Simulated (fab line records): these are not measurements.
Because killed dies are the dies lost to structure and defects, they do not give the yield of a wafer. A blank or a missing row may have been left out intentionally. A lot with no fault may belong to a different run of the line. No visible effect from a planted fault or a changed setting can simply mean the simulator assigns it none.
Which tool was responsible? | flow nand-harc | 12 lots with 36 wafers sampled at 6 steps, on a route of 1302 steps

WHAT THE GAUGES READ, wafer by wafer
NHARC_A_DECK1_JOINT_THK_MEAS_14: measures by ellipsometry.
lot  | measured     | on            | thk-nm (nm)
L458 | day 11 11:27 | film-metro-02 | 50.3 52.3 52.5
L460 | day 12 11:37 | film-metro-02 | 49.2 49.3 51.7
L461 | day 12 18:34 | film-metro-02 | 51.5 52.3 51.7
L464 | day 14 04:59 | film-metro-02 | 49.8 50.0 51.0
L466 | day 15 11:44 | film-metro-01 | 50.9 50.1 51.6
L469 | day 16 02:09 | film-metro-01 | 50.1 52.0 49.5
L474 | day 18 14:44 | film-metro-02 | 48.8 50.1 52.9
L475 | day 18 14:44 | film-metro-01 | 50.0 50.3 50.8
L476 | day 18 22:05 | film-metro-02 | 51.0 51.7 51.2
L477 | day 20 01:42 | film-metro-01 | 50.6 51.7 52.7
L479 | day 20 19:04 | film-metro-02 | 51.2 49.9 50.3
L480 | day 21 01:01 | film-metro-01 | 50.5 51.0 52.4

NHARC_A_ONON_D2_THK_MEAS_34: measures by ellipsometry.
lot  | measured     | on            | thk-nm (nm)
L458 | day 13 01:44 | film-metro-02 | 201.9 202.1 201.0
L460 | day 14 02:28 | film-metro-02 | 196.1 201.6 198.4
L461 | day 14 06:35 | film-metro-02 | 195.6 200.6 197.8
L464 | day 15 17:17 | film-metro-01 | 202.9 195.5 201.7
L466 | day 17 01:13 | film-metro-01 | 201.4 162.2 202.2
L469 | day 17 22:45 | film-metro-02 | 202.1 199.8 164.5
L474 | day 20 06:51 | film-metro-02 | 200.4 203.1 200.0
L475 | day 20 07:01 | film-metro-01 | 200.5 202.2 204.0
L476 | day 20 07:17 | film-metro-01 | 198.6 201.1 202.5
L477 | day 21 17:10 | film-metro-02 | 199.3 205.0 202.6
L479 | day 22 15:54 | film-metro-02 | 194.9 197.9 198.2
L480 | day 22 15:53 | film-metro-01 | 200.0 203.5 200.5

NHARC_A_ONON_D2_INSPECT_32.
lot  | measured     | on                | raw-defect-count
L458 | day 13 01:48 | defect-inspect-01 | 476 274 323
L460 | day 14 02:32 | defect-inspect-02 | 329 415 461
L461 | day 14 06:41 | defect-inspect-02 | 711 602 715
L464 | day 15 17:22 | defect-inspect-02 | 302 257 310
L466 | day 17 01:16 | defect-inspect-02 | 539 434 408
L469 | day 17 22:50 | defect-inspect-02 | 293 423 317
L474 | day 20 06:55 | defect-inspect-01 | 518 355 388
L475 | day 20 07:04 | defect-inspect-01 | 402 428 276
L476 | day 20 07:22 | defect-inspect-02 | 302 507 238
L477 | day 21 17:16 | defect-inspect-02 | 281 493 284
L479 | day 22 15:59 | defect-inspect-01 | 285 521 385
L480 | day 22 15:59 | defect-inspect-02 | 557 529 362

NHARC_END_SORT_01.
lot  | measured     | on        | killed-at-array | killed-at-other | killed-at-periphery | killed-dies | killed-open | killed-short
L464 | day 27 13:31 | prober-02 | 68 68 68        | 0 0 0           | 3 2 1               | 71 70 69    | 3 5 2       | 1 3 1
L474 | day 31 19:50 | prober-01 | 55 50 49        | 0 0 0           | 1 4 3               | 56 54 52    | 1 4 0       | 3 2 0
L476 | day 31 20:42 | prober-02 | 51              | 3               | 5                   | 59          | 6           | 7
L477 | day 33 11:44 | prober-02 | 65 54 53        | 0 1 1           | 4 5 4               | 69 60 58    | 3 2 5       | 4 6 1

WHICH TOOL RAN EACH LOT (tool, then ch and the chambers of the sampled wafers, then the start)
lot  | NHARC_A_DECK1_JOINT_DEP_16      | NHARC_A_ONON_D2_DEP_33
L458 | pecvd-01 ch 0,2, day 12 12:32   | pecvd-03 ch 1,2, day 13 01:25
L460 | pecvd-03 ch 0,1,2, day 13 10:21 | pecvd-04 ch 0,1, day 14 02:02
L461 | pecvd-02 ch 0,1, day 13 17:19   | pecvd-04 ch 0,1,2, day 14 06:16
L464 | pecvd-03 ch 0,1, day 15 04:01   | pecvd-03 ch 1,2, day 15 16:52
L466 | pecvd-02 ch 0,1,2, day 16 12:02 | pecvd-03 ch 0,2, day 17 00:47
L469 | pecvd-03 ch 0,1,2, day 17 09:28 | pecvd-03 ch 0,1,2, day 17 22:23
L474 | pecvd-01 ch 0,1, day 19 17:35   | pecvd-03 ch 0,1,2, day 20 06:29
L475 | pecvd-02 ch 0,1,2, day 19 17:32 | pecvd-01 ch 0,1,2, day 20 06:36
L476 | pecvd-03 ch 0,1,2, day 19 20:08 | pecvd-01 ch 0,1,2, day 20 06:55
L477 | pecvd-01 ch 1,2, day 21 01:59   | pecvd-03 ch 0,1,2, day 21 16:53
L479 | pecvd-02 ch 0,1, day 22 00:05   | pecvd-01 ch 0,2, day 22 15:29
L480 | pecvd-03 ch 1,2, day 22 04:10   | pecvd-03 ch 1,2, day 22 15:29
- NHARC_A_DECK1_JOINT_DEP_16: deposits SiO2, target thk 45 nm.
- NHARC_A_ONON_D2_DEP_33: deposits SiO2, target thk 200 nm.

WHAT THE TOOLS THEMSELVES READ (means of the sampled wafers that have a number; where no wafer has one, the mark that the record gives instead)
NHARC_A_DECK1_JOINT_DEP_16.
lot  | tool     | heater-power-w (W) | mfc-precursor-sccm (sccm) | rf-fwd-power-W (W) | throttle-valve-pct (%)
L458 | pecvd-01 | 536                | 161.0                     | 898.6              | 15.7
L460 | pecvd-03 | 563                | 161.0                     | 895.9              | 16.3
L461 | pecvd-02 | 468                | 161.7                     | 896.4              | 15.5
L464 | pecvd-03 | 571                | 161.6                     | 897.8              | 16.4
L466 | pecvd-02 | 543                | 161.7                     | 894.5              | 15.8
L469 | pecvd-03 | 545                | 161.5                     | 896.9              | 16.1
L474 | pecvd-01 | 522                | 161.6                     | 895.3              | 15.8
L475 | pecvd-02 | 534                | 161.2                     | 896.0              | 15.4
L476 | pecvd-03 | 545                | 161.2                     | 894.0              | 16.2
L477 | pecvd-01 | 408                | 161.2                     | 896.1              | 15.6
L479 | pecvd-02 | 495                | 161.2                     | 891.8              | 15.1
L480 | pecvd-03 | 580                | 161.3                     | 893.6              | 16.2

NHARC_A_ONON_D2_DEP_33.
lot  | tool     | heater-power-w (W) | mfc-precursor-sccm (sccm) | rf-fwd-power-W (W) | throttle-valve-pct (%)
L458 | pecvd-03 | 587                | 161.1                     | 897.2              | 16.3
L460 | pecvd-04 | 461                | 161.6                     | 899.0              | 16.4
L461 | pecvd-04 | 469                | 161.0                     | 895.6              | 15.9
L464 | pecvd-03 | 491                | 161.4                     | 896.4              | 16.4
L466 | pecvd-03 | 514                | 151.5                     | 897.9              | 16.1
L469 | pecvd-03 | 558                | 152.0                     | 897.6              | 16.1
L474 | pecvd-03 | 569                | 161.2                     | 897.2              | 16.2
L475 | pecvd-01 | 498                | 161.2                     | 895.8              | 15.8
L476 | pecvd-01 | 480                | 161.1                     | 898.1              | 15.9
L477 | pecvd-03 | 599                | 161.8                     | 895.9              | 16.3
L479 | pecvd-01 | 495                | 160.9                     | 895.6              | 15.6
L480 | pecvd-03 | 500                | 160.9                     | 897.2              | 16.3

THE ANSWER, worked out from the rows above alone
Rule: the usual values come from the lots themselves. The widest of any qualifying gaps counts: lots, ordered by their means at a reading, are off when they make up no more than a third of the lots, leave a main group of 4 or more, and stand apart from it by 3 or more times the standard deviation of that group's means. If all means in a main group match to the digits the tables above print for the reading, that group is not used. A lot without any number at a reading at which 4 lots or more have one is off too. The other lots that the step has rows for count as sound. Order of review: gauges by route order, followed by the tools' own readings, for which a lot's mean as printed above is used. At the first step where some lot is off, the reading lying furthest off is the one used; lots without a number count as furthest.
Off: L466, L469 (NHARC_A_ONON_D2_THK_MEAS_34, thk-nm). For the main group the mean is 200.3 nm and the standard deviation 1.7.
A tool fits if, at a process step before that reading, it ran every lot that is off, and no sound lot after the first of them. Not tried: the gauges at NHARC_A_ONON_D2_THK_MEAS_34; whatever is off there is also off at NHARC_A_ONON_D2_DEP_33, on other tools, and gauge error can't account for it. No candidate that was tried fits.

WHAT HAD BEEN PUT IN BY THE SIMULATOR
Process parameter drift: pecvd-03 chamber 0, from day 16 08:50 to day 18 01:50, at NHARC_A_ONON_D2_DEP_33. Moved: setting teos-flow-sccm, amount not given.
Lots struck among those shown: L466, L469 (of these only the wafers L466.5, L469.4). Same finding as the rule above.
